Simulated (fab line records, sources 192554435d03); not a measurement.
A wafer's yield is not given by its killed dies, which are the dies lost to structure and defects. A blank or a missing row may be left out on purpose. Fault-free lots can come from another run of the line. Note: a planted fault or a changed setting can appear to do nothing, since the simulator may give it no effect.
fab line records	flow n5-finfet
[record] lots = 7	wafers = 21
route steps=1938 shown BEOL_M4@1031 BEOL_M5@1154
start-h: hours from the record's opening day to when the first of the lot's shown wafers began	wait-h: hours from the lot's prior step to this one	" repeats the value in the row above	L1.1+2: a single row standing in for several wafers	- value missing, or start not given	* or withheld: withheld	< > ~ a bound
route shown NAME@n: names a module that has steps shown in the file, with the first one's number in the route	usual: average and standard deviation across the fault-free wafers	same: alike in all rows	chamber/n: place in a boat	sites: each site's reading	_std_site: the values' standard deviation	_edge_site: mean of outer sites minus mean of inner sites	radius-mm: how far each site lies from the wafer's centre	mask NAME#n: copy n	behind: the last tool/chamber to shape the wafer	hold: cause of the lot's hold/its duration in hours/its outcome	device: names the non-switching transistor (n, p or np)	end of line: tests of these same wafers at the route's end	where a step has no rows: the recipe by itself	killed: not the wafer's yield, but the dies lost to structure and defects at the first sort	map: a wafer's dies, x killed, . not, _ none there
set.NAME: the setting as run; set.NAME@STEP: as run at that earlier step	model.NAME: the simulator's own value behind a step, which no gauge read
lots where settings were altered on purpose, with a table for each step and a row for each wafer
[[steps]]
[step N5_BEOL_M4_EXPOSE_08]
[recipe] mask-id = M4	na = 0.33	source-shape = dipole	sigma-inner = 0.369	sigma-outer = 0.767	polarization = unpolarized	dose-mj = 41.25
lot.wafer	tool	chamber	start-h	wait-h	mask	set.dose-mj
L077.1+2+4	euv-scanner-01	0	183.59	-	M4#0	41.25
L082.1+5	euv-scanner-02	0	217.94	-	M4#0	40.1
L082.4	"	0	"	"	M4#0	41.25
L085.1	euv-scanner-02	0	231.19	-	M4#0	41.25
L085.3+4	"	0	"	"	M4#0	43.35
L086.2+5	euv-scanner-01	0	243.51	-	M4#0	42.46
L086.6	"	0	"	"	M4#0	41.25
L089.1+3+4	euv-scanner-02	0	264.83	-	M4#0	41.25
L092.2	euv-scanner-02	0	285.98	-	M4#0	39.46
L092.4+6	"	0	"	"	M4#0	41.25
L094.3	euv-scanner-02	0	286.55	-	M4#0	43.76
L094.5+6	"	0	"	"	M4#0	41.25
[step N5_BEOL_M4_PEB_09]
[recipe] peb-temp-c = 100	peb-time-s = 60	resist = CAR-EUV
[step N5_BEOL_M4_DEVELOP_10]
[recipe] develop-time-s = 30	developer = TMAH	resist = CAR-EUV	rinse-liquid = surfactant-rinse	dry = air-spin	dev-temp-c = 23
[step N5_BEOL_M4_CD_MEAS_11]
[recipe] target-cd-nm = 16.79	landing-energy-ev = 500	detector = se-inlens	polarity = opening
[usual] cd-nm = 16.77/0.25
lot.wafer	tool	chamber	start-h	wait-h	set.dose-mj@BEOL_M4_EXPOSE_08	cd-nm
L077.1	cd-sem-02	0	183.72	-	41.25	16.49
L077.2	"	0	"	"	41.25	16.69
L077.4	"	0	"	"	41.25	16.74
L082.1	cd-sem-01	0	218.07	-	40.1	15.94
L082.4	"	0	"	"	41.25	16.78
L082.5	"	0	"	"	40.1	15.96
L085.1	cd-sem-02	0	231.32	-	41.25	16.70
L085.3	"	0	"	"	43.35	17.99
L085.4	"	0	"	"	43.35	17.65
L086.2	cd-sem-02	0	243.64	-	42.46	17.47
L086.5	"	0	"	"	42.46	17.32
L086.6	"	0	"	"	41.25	16.77
L089.1	cd-sem-03	0	264.96	-	41.25	16.97
L089.3	"	0	"	"	41.25	16.67
L089.4	"	0	"	"	41.25	16.71
L092.2	cd-sem-01	0	286.10	-	39.46	15.88
L092.4	"	0	"	"	41.25	17.05
L092.6	"	0	"	"	41.25	16.65
L094.3	cd-sem-02	0	286.67	-	43.76	18.11
L094.5	"	0	"	"	41.25	16.72
L094.6	"	0	"	"	41.25	17.05
[step N5_BEOL_M4_DESCUM_16]
[recipe] chemistry = O2	time-s = 7	source-power-w = 50	bias-power-w = 20	pressure-mtorr = 20	rf-frequency-hz = 2.712e+07	temp-c = 40	resist = CAR-EUV	o2-flow-sccm = 225
[step N5_BEOL_M4_ETCH_74]
[recipe] chemistry = N2/H2	target = underlayer	target-depth-a = 65	mask-material = CAR-EUV	time-s = 5.2	ion-energy-ev = 200	pressure-mtorr = 30	source-w = 840	bias-w = 150	n2-flow-sccm = 200	h2-flow-sccm = 200	ends = cleared
lot.wafer	tool	chamber	start-h	wait-h	set.dose-mj@BEOL_M4_EXPOSE_08	model.BEOL_M4.cd-offset-nm
L077.1+2+4	rie-diel-03	3,0,2	184.12	0.0	41.25	-0.2
L082.1	rie-diel-05	0	218.27	0.0	40.1	-0.8
L082.4	"	1	"	"	41.25	0
L082.5	"	2	"	"	40.1	-0.6
L085.1	rie-diel-03	0	231.51	0.0	41.25	-0.2
L085.3+4	"	3,1	"	"	43.35	0.8
L086.2+5	rie-diel-05	3	243.79	0.0	42.46	0.6
L086.6	"	0	"	"	41.25	0
L089.1+3+4	rie-diel-05	2,1,0	265.12	0.0	41.25	0
L092.2	rie-diel-06	2	286.31	0.0	39.46	-0.8
L092.4+6	"	0,3	"	"	41.25	0.2
L094.3	rie-diel-06	2	286.82	0.0	43.76	1.4
L094.5	"	3	"	"	41.25	0
L094.6	"	2	"	"	41.25	0.2
[step N5_BEOL_M4_ETCH_63]
[recipe] chemistry = CF4	target = SiARC	target-depth-a = 156	mask-material = CAR-EUV	time-s = 26	ion-energy-ev = 80	pressure-mtorr = 40	source-w = 545	bias-w = 36	Ar_flow_sccm = 100	cf4-flow-sccm = 100	ends = cleared
lot.wafer	tool	chamber	start-h	wait-h	set.spin-rpm@BEOL_M4_COAT_62	set.dose-mj@BEOL_M4_EXPOSE_08	model.etch.depth-nm	model.BEOL_M4.cd-offset-nm	model.CAR-EUV_of_BEOL_M4_COAT_05.thk-nm
L077.1	rie-diel-03	3	184.14	0.0	1369	41.25	12.64	0	10.8
L077.2	"	0	"	"	1369	41.25	12.62	0	10.8
L077.4	"	2	"	"	1500	41.25	12.07	-0.2	11.2
L082.1	rie-diel-05	0	218.29	0.0	1500	40.1	12.01	-0.6	11
L082.4	"	1	"	"	1500	41.25	12.02	0.2	11
L082.5	"	2	"	"	1500	40.1	12.03	-0.6	11
L085.1	rie-diel-03	0	231.53	0.0	1500	41.25	12.06	-0.2	11.2
L085.3	"	3	"	"	1500	43.35	12.06	0.6	11.2
L085.4	"	1	"	"	1342	43.35	12.76	0.8	10.8
L086.2+5	rie-diel-05	3	243.81	0.0	1500	42.46	12.04	0.6	11.2
L086.6	"	0	"	"	1500	41.25	12.05	0.2	11.2
L089.1+3	rie-diel-05	2,1	265.13	0.0	1500	41.25	12.09	0	11.2
L089.4	"	0	"	"	1500	41.25	12.08	0	11.2
L092.2	rie-diel-06	2	286.32	0.0	1500	39.46	12.05	-0.8	11
L092.4	"	0	"	"	1559	41.25	11.84	0.2	11.4
L092.6	"	3	"	"	1559	41.25	11.82	0	11.4
L094.3	rie-diel-06	2	286.84	0.0	1342	43.76	12.71	1.4	10.6
L094.5	"	3	"	"	1500	41.25	12	0.2	11.2
L094.6	"	2	"	"	1342	41.25	12.71	0.4	10.6
[step N5_BEOL_M4_ETCH_64]
[recipe] chemistry = N2/H2	target = SOC	target-depth-a = 750	overetch-a = 225	mask-material = SiARC	temp-c = 40	time-s = 121.9	ion-energy-ev = 200	pressure-mtorr = 30	source-w = 840	bias-w = 150	n2-flow-sccm = 200	h2-flow-sccm = 200
lot.wafer	tool	chamber	start-h	wait-h	set.spin-rpm@BEOL_M4_COAT_62	set.dose-mj@BEOL_M4_EXPOSE_08	model.SiARC_of_BEOL_M4_COAT_62.thk-nm	model.BEOL_M4.cd-offset-nm
L077.1	rie-diel-03	3	184.16	0.0	1369	41.25	6.8	0
L077.2	"	0	"	"	1369	41.25	7	0.2
L077.4	"	2	"	"	1500	41.25	6.4	0
L082.1	rie-diel-05	0	218.32	0.0	1500	40.1	6.4	-0.8
L082.4	"	1	"	"	1500	41.25	6.4	0
L082.5	"	2	"	"	1500	40.1	6.2	-0.2
L085.1	rie-diel-03	0	231.55	0.0	1500	41.25	6.4	0
L085.3	"	3	"	"	1500	43.35	6.2	0.6
L085.4	"	1	"	"	1342	43.35	7	0.6
L086.2	rie-diel-05	3	243.84	0.0	1500	42.46	6.4	0.4
L086.5	"	3	"	"	1500	42.46	6.4	0.6
L086.6	"	0	"	"	1500	41.25	6.4	0.2
L089.1	rie-diel-05	2	265.16	0.0	1500	41.25	6.4	0.2
L089.3+4	"	1,0	"	"	1500	41.25	6.4	0
L092.2	rie-diel-06	2	286.35	0.0	1500	39.46	6.2	-0.8
L092.4	"	0	"	"	1559	41.25	6.2	0
L092.6	"	3	"	"	1559	41.25	6	0.4
L094.3	rie-diel-06	2	286.87	0.0	1342	43.76	7	1.4
L094.5	"	3	"	"	1500	41.25	6.2	0.2
L094.6	"	2	"	"	1342	41.25	7	0.4
[step N5_BEOL_M4_STRIP_65]
[recipe] chemistry = N2/H2	temp-c = 40	n2-flow-sccm = 200	h2-flow-sccm = 200	rf-frequency-hz = 6e+07
[step N5_BEOL_M4_STRIP_75]
[recipe] chemistry = N2/H2	temp-c = 40	n2-flow-sccm = 200	h2-flow-sccm = 200	rf-frequency-hz = 6e+07
[step N5_BEOL_M4_HM_OPEN_17]
[recipe] chemistry = Cl2/BCl3	target-depth-a = 200	overetch-a = 60	target = TiN	mask-material = SOC	ion-energy-ev = 150	pressure-mtorr = 10	icp-w = 1000	bias-w = 126	Cl2_flow_sccm = 53.25	bcl3-flow-sccm = 21.75	Ar_flow_sccm = 25
[step N5_BEOL_M4_STRIP_19]
[recipe] chemistry = O2	power-w = 400	temp-c = 40	pressure-mtorr = 30	rf-frequency-hz = 6e+07	bias-power-w = 0	overash-fraction = 0.2	o2-flow-sccm = 225
[step N5_BEOL_M4_CD_MEAS_18]
[recipe] pitch-nm = 36	target-cd-nm = 18
[usual] cd-nm = 17.95/0.3
lot.wafer	tool	chamber	start-h	wait-h	set.dose-mj@BEOL_M4_EXPOSE_08	cd-nm
L077.1	cd-sem-02	-	184.67	0.0	41.25	18.23
L077.2	"	-	"	"	41.25	18.22
L077.4	"	-	"	"	41.25	18.20
L082.1	cd-sem-01	-	218.67	0.0	40.1	16.84
L082.4	"	-	"	"	41.25	18.37
L082.5	"	-	"	"	40.1	17.65
L085.1	cd-sem-02	-	231.98	0.0	41.25	17.75
L085.3	"	-	"	"	43.35	18.45
L085.4	"	-	"	"	43.35	18.56
L086.2	cd-sem-01	-	244.19	0.1	42.46	18.40
L086.5	"	-	"	"	42.46	18.45
L086.6	"	-	"	"	41.25	18.03
L089.1	cd-sem-03	-	265.51	0.0	41.25	18.36
L089.3	"	-	"	"	41.25	17.86
L089.4	"	-	"	"	41.25	18.20
L092.2	cd-sem-01	-	286.71	0.1	39.46	16.99
L092.4	"	-	"	"	41.25	17.96
L092.6	"	-	"	"	41.25	18.41
L094.3	cd-sem-03	-	287.47	0.1	43.76	19.84
L094.5	"	-	"	"	41.25	17.93
L094.6	"	-	"	"	41.25	18.27
[step N5_BEOL_M4_VIA_ETCH_34]
[recipe] chemistry = C4F6/O2	target-depth-a = 694	mask-material = SOC	pressure-mtorr = 15	ion-energy-ev = 250	taper-deg = 4	time-s = 65.9	source-w = 350	bias-w = 170	Ar_flow_sccm = 300	C4F6_flow_sccm = 10	O2_flow_sccm = 10
[usual] rf-vpp-V = 664/6.2
lot.wafer	tool	chamber	start-h	wait-h	set.source-w	rf-vpp-V	model.etch.depth-nm
L077.1	rie-diel-06	0	195.62	0.0	320	680	66.68
L077.2	"	1	"	"	320	694	68.42
L077.4	"	3	"	"	350	673	69.73
L082.1	rie-diel-06	3	226.05	0.0	350	675	69.03
L082.4	"	0	"	"	372.6	633	70.75
L082.5	"	0	"	"	350	651	69.14
L085.1	rie-diel-03	0	239.04	0.0	350	660	68.74
L085.3	"	2	"	"	375.8	638	71.7
L085.4	"	3	"	"	350	668	69.87
L086.2	rie-diel-06	2	246.74	0.0	350	654	70.59
L086.5	"	3	"	"	350	673	70.15
L086.6	"	2	"	"	299.4	705	66.63
L089.1	rie-diel-03	3	271.33	0.0	350	668	69.82
L089.3	"	3	"	"	350	668	70.09
L089.4	"	1	"	"	350	667	70.81
L092.2	rie-diel-05	3	300.42	0.0	298.6	726	65.45
L092.4	"	0	"	"	350	671	70.39
L092.6	"	1	"	"	298.6	722	63.08
L094.3	rie-diel-03	0	303.40	0.0	350	659	71.95
L094.5	"	1	"	"	350	665	70.94
L094.6	"	0	"	"	307.9	702	68.81
[step N5_BEOL_M4_TRENCH_ETCH_37]
[recipe] chemistry = C4F6/O2	target-depth-a = 555.55	target = SiOC	time-s = 29.2	ion-energy-ev = 250	pressure-mtorr = 30	source-w = 355	bias-w = 185	Ar_flow_sccm = 300	C4F6_flow_sccm = 10	O2_flow_sccm = 10
[usual] rf-vpp-V = 664/6.1
lot.wafer	tool	chamber	start-h	wait-h	set.bias-w	rf-vpp-V	model.etch.depth-nm	model.BEOL_M4.feature-depth-nm
L077.1	rie-diel-06	0	-	-	217.5	741	58.38	58.4
L077.2	"	1	"	"	185	665	56.88	56.8
L077.4	"	3	"	"	185	675	56.14	56.2
L082.1	rie-diel-06	3	-	-	215.9	762	58.69	58.6
L082.4	"	0	"	"	215.9	736	58.44	58.4
L082.5	"	0	"	"	185	652	55.19	55.2
L085.1	rie-diel-03	0	-	-	185	658	54.81	54.8
L085.3	"	2	"	"	185	661	55.43	55.4
L085.4	"	3	"	"	185	668	55.54	55.6
L086.2	rie-diel-06	2	-	-	185	654	55.45	55.4
L086.5	"	3	"	"	201.3	719	56.13	56.2
L086.6	"	2	"	"	201.3	697	57.53	57.6
L089.1	rie-diel-03	3	-	-	185	669	55.38	55.4
L089.3	"	3	"	"	185	669	55.3	55.2
L089.4	"	1	"	"	185	666	56.15	56.2
L092.2	rie-diel-05	3	-	-	157.2	589	52.65	52.6
L092.4	"	0	"	"	185	670	56.27	56.2
L092.6	"	1	"	"	157.2	587	50.84	50.8
L094.3	rie-diel-03	0	-	-	169.4	615	55.99	56
L094.5	"	1	"	"	185	663	57.03	57
L094.6	"	0	"	"	185	657	57.61	57.6
[step N5_BEOL_M4_ETCH_41]
[recipe] chemistry = CH3F/O2	target = SiCN	target-depth-a = 299	taper-deg = 2	time-s = 52.5	ion-energy-ev = 120	mask-material = TiN	pressure-mtorr = 30	source-w = 395	bias-w = 75	Ar_flow_sccm = 150	CH3F_flow_sccm = 30	O2_flow_sccm = 20
[step N5_BEOL_M4_STRIP_97]
[recipe] chemistry = N2/H2	time-s = 10	power-w = 450	temp-c = 40	pressure-mtorr = 20	rf-frequency-hz = 6e+07	bias-power-w = 7	n2-flow-sccm = 200	h2-flow-sccm = 200
[step N5_BEOL_M4_ECD_50]
[recipe] material = Cu	target-thk-a = 3000
[step N5_BEOL_M4_ANNEAL_51]
[recipe] temp-c = 225	time-s = 90	ambient = N2
[step N5_BEOL_M4_CMP_52]
[recipe] stop-on = SiOC	t-overpolish-s = 6.8	down-force-psi = 1	platen-rpm = 50	clearing-platen-down-force-psi = 1.5	clearing-platen-rpm = 50	post-cmp-clean = cu-alkaline	target-thk-nm = 40	clearing-platen-pad-velocity-m-s = 0.99484	pad-velocity-m-s = 0.99484
lot.wafer	tool	chamber	start-h	wait-h	set.bias-w@BEOL_M4_TRENCH_ETCH_37	model.Cu_of_BEOL_M4_ECD_50.thk-nm
L077.1	cmp-04	1	199.71	0.3	217.5	41.8
L077.4+2	"	3,0	"	"	185	38.8
L082.4	cmp-03	0	230.96	0.2	215.9	42.4
L082.1	"	2	"	"	215.9	43
L082.5	"	0	"	"	185	38.4
L085.3	cmp-02	2	242.68	0.2	185	37.6
L085.1	"	0	"	"	185	37.2
L085.4	"	1	"	"	185	37.4
L086.2	cmp-03	0	250.58	0.2	185	39.6
L086.5	"	3	"	"	201.3	41.4
L086.6	"	0	"	"	201.3	43
L089.1+4	cmp-04	1,3	275.51	0.3	185	40.2
L089.3	"	0	"	"	185	39.6
L092.4	cmp-03	3	304.23	0.2	185	41.4
L092.2	"	0	"	"	157.2	36.6
L092.6	"	1	"	"	157.2	35.4
L094.3	cmp-03	0	308.66	0.2	169.4	41.4
L094.6	"	2	"	"	185	44.2
L094.5	"	3	"	"	185	42.8
[step N5_BEOL_M5_ETCH_68]
[recipe] chemistry = N2/H2	target = SOC	target-depth-a = 800	overetch-a = 160	mask-material = SiARC	temp-c = 40	time-s = 120	ion-energy-ev = 200	pressure-mtorr = 30	source-w = 840	bias-w = 150	n2-flow-sccm = 200	h2-flow-sccm = 200
lot.wafer	tool	chamber	start-h	wait-h	set.time-s	model.SiARC_of_BEOL_M5_COAT_66.thk-nm
L077.1	rie-diel-01	0	206.65	0.0	120	6.6
L077.2	"	1	"	"	120	6.4
L077.4	"	2	"	"	120	6.2
L082.1	rie-diel-02	3	239.66	0.0	106.3	7.4
L082.4	"	1	"	"	106.3	7
L082.5	"	2	"	"	120	6.4
L085.1	rie-diel-02	3	253.23	0.0	139.3	5.8
L085.3	"	1	"	"	120	6.4
L085.4	"	0	"	"	120	6.6
L086.2	rie-diel-01	3	256.52	0.0	142	5
L086.5	"	0	"	"	120	6.4
L086.6	"	1	"	"	142	5.4
L089.1	rie-diel-01	3	281.20	0.0	120	6.2
L089.3	"	0	"	"	120	6.4
L089.4	"	1	"	"	120	6.6
L092.2+4+6	rie-diel-02	1,1,2	312.30	0.0	120	6.4
L094.3	rie-diel-04	2	314.66	0.0	129.9	6
L094.5	"	0	"	"	120	6.6
L094.6	"	1	"	"	120	6.4
[[key]]
[split] step = N5_BEOL_M4_EXPOSE_08	setting = dose-mj	stated = 41.25	by = wafer
[response] step = N5_BEOL_M4_CD_MEAS_11	reading = cd-nm	change = +0.219	per = 1%	r = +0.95
[response] step = N5_BEOL_M4_ETCH_74	reading = model.BEOL_M4.cd-offset-nm	change = +0.214	per = 1%	r = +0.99
[response] step = N5_BEOL_M4_ETCH_63	reading = model.BEOL_M4.cd-offset-nm	change = +0.189	per = 1%	r = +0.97
[response] step = N5_BEOL_M4_ETCH_64	reading = model.BEOL_M4.cd-offset-nm	change = +0.167	per = 1%	r = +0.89
[response] step = N5_BEOL_M4_CD_MEAS_18	reading = cd-nm	change = +0.244	per = 1%	r = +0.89
[split] step = N5_BEOL_M4_VIA_ETCH_34	setting = source-w	stated = 350	by = wafer
[response] step = N5_BEOL_M4_VIA_ETCH_34	reading = rf-vpp-V	change = -3.21	per = 1%	r = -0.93
[response] step = N5_BEOL_M4_VIA_ETCH_34	reading = model.etch.depth-nm	change = +0.302	per = 1%	r = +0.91
[split] step = N5_BEOL_M4_TRENCH_ETCH_37	setting = bias-w	stated = 185	by = wafer
[response] step = N5_BEOL_M4_TRENCH_ETCH_37	reading = rf-vpp-V	change = +5.15	per = 1%	r = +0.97
[response] step = N5_BEOL_M4_TRENCH_ETCH_37	reading = model.etch.depth-nm	change = +0.188	per = 1%	r = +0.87
[response] step = N5_BEOL_M4_TRENCH_ETCH_37	reading = model.BEOL_M4.feature-depth-nm	change = +0.187	per = 1%	r = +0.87
[response] step = N5_BEOL_M4_CMP_52	reading = model.Cu_of_BEOL_M4_ECD_50.thk-nm	change = +0.256	per = 1%	r = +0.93
[split] step = N5_BEOL_M5_ETCH_68	setting = time-s	stated = 120	by = wafer
[response] step = N5_BEOL_M5_ETCH_68	reading = model.SiARC_of_BEOL_M5_COAT_66.thk-nm	change = -0.0586	per = 1%	r = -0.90
split outside-this-file step=N5_BEOL_M4_COAT_62 setting=spin-rpm
// split outside-this-file: this setting was split too, and the file shows its column; the key of that split is in another file
